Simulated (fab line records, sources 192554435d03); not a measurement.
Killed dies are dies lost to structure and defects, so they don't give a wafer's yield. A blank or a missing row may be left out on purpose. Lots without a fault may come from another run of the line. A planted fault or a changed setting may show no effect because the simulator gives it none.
Chamber matching | flow n5_finfet | N5_PASSIVATION_PECVD_01 on pecvd-03: 3 sister chambers
The step deposits SiNx from SiH4/NH3/N2, target thk 200 nm, time 43.2 s. 3 wafers are shown with their chamber, then 9 later ones without.

WAFERS WITH THEIR CHAMBER
wafer  | chamber | throttle_valve_pct (%)
L087.1 | 2       | 29.0
L089.2 | 1       | 27.7
L089.6 | 0       | 34.2

WAFERS WITHOUT THEIR CHAMBER
wafer  | throttle_valve_pct (%)
L086.2 | 34.1
L086.4 | 29.2
L086.6 | 27.9
L093.3 | 28.0
L093.4 | 29.2
L093.6 | 34.1
L090.1 | 27.5
L090.3 | 34.4
L090.5 | 27.8

WHICH CHAMBER EACH WENT THROUGH
wafer  | from the rows above | in truth
L086.2 | 0                   | 0
L086.4 | 2                   | 2
L086.6 | 1                   | 1
L093.3 | 1                   | 1
L093.4 | 2                   | 2
L093.6 | 0                   | 0
L090.1 | 1                   | 1
L090.3 | 0                   | 0
L090.5 | 1                   | 1
Placed correctly: 9 of 9. Can't be placed from these rows: 0. Placed wrongly: 0.
How it was worked out, from the rows above alone: a wafer's distance from a chamber is the root of the sum, over the readings, of the square of ((its reading less the chamber's mean) divided by the reading's scatter). The wafer belongs to the nearest chamber; if the next one is less than 2 further off, it can't be placed. A chamber's mean is the mean of its shown wafers. The scatter: with one shown wafer a chamber, the root of the mean of the squares of how far each hidden wafer lies from its nearest shown one.
